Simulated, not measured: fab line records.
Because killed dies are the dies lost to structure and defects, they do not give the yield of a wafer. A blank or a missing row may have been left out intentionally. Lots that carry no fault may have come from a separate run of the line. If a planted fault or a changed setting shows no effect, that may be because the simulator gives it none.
A lot that was struck, set against a sound lot    flow nandHarc    14 out of 1302 route steps
Sound: the wafers L852.2, L852.3, L852.4. Struck: wafers L856.3, L856.6. (L856.4 of the same lot was not struck and is left out.) The cause comes at the end.
For every step that has rows: the tool of each side, followed by ch and its chambers, followed by its first start. Under that, the readings that differ: sound wafers    struck wafers    difference of the means    sigmas: that difference in standard deviations of wafers without a fault.
alike: words and numbers the same on both sides, and readings whose means are apart by under 2 such deviations; not compared: readings that were withheld, readings missing a value for some wafer, numbers with overlapping values and no deviation given by the record, and bounds like >300 which may hide the same value.
A row with sigmas, a row that says differs or no value, or rows on one side alone: a step with any of these is where the two part. When numbers do not overlap yet have no deviation, they are printed without sigmas and do not part them. Lack of a reading on every wafer of one side parts them only where that side has two or more wafers.

first, 1 step without rows for these wafers: NHARC_A_ONON_D1_DEP_12 (target thk 1000 nm).
NHARC_A_ONON_D1_THK_MEAS_14: measures by ellipsometry.
  sound: filmMetro-01 at day 8 00:12; struck: filmMetro-02 at day 9 14:41
  alike: thkNm
then, 2 steps without rows for these wafers: NHARC_A_ONON_D1_ANNEAL_15 (time 3600 s); NHARC_A_ONON_D1_DEP_16 (target thk 1000 nm).
NHARC_A_ONON_D1_THK_MEAS_18: measures by ellipsometry.
  sound: filmMetro-01 at day 8 08:26; struck: filmMetro-01 at day 9 22:28
  alike: thkNm
then, 1 step without rows for these wafers: NHARC_A_ONON_D1_DEP_19 (target thk 1000 nm).
NHARC_A_ONON_D1_THK_MEAS_21: measures by ellipsometry.
  sound: filmMetro-01 at day 8 08:59; struck: filmMetro-02 at day 9 23:02
  alike: thkNm
then, 1 step without rows for these wafers: NHARC_A_ONON_D1_DEP_22 (target thk 1000 nm).
NHARC_A_ONON_D1_THK_MEAS_24: measures by ellipsometry.
  sound: filmMetro-02 at day 8 09:34; struck: filmMetro-02 at day 9 23:35
  alike: thkNm
then, 1 step without rows for these wafers: NHARC_A_ONON_D1_DEP_25 (target thk 1000 nm).
NHARC_A_ONON_D1_THK_MEAS_27: measures by ellipsometry.
  sound: filmMetro-02 at day 8 10:07; struck: filmMetro-02 at day 10 00:10
  alike: thkNm
NHARC_A_ONON_D1_DEP_28: target thk 1000 nm.
  sound on pecvdOnon-01 ch 0, day 8 10:14; struck on pecvdOnon-01 ch 0, day 10 00:20
NHARC_A_ONON_D1_THK_MEAS_30: measures by ellipsometry.
  sound: filmMetro-01 at day 8 10:41; struck: filmMetro-02 at day 10 00:43
reading     sound           struck   difference  sigmas
thkNm (nm)  1007 1010 1009  724 724  -285        -30
NHARC_A_ONON_D1_DEP_33: deposits SiO2, target thk 200 nm.
  sound on pecvd-03 ch 0,1, day 8 10:47; struck on pecvd-03 ch 0, day 10 00:50
  alike: heaterPowerOuterW, heaterPowerW, throttleValvePct

## WHERE THEY PART
NHARC_A_ONON_D1_THK_MEAS_30 only, going by this record. Later steps at which nothing parts them and some readings are alike: NHARC_A_ONON_D1_DEP_33.

WHY: whatever the simulator had introduced
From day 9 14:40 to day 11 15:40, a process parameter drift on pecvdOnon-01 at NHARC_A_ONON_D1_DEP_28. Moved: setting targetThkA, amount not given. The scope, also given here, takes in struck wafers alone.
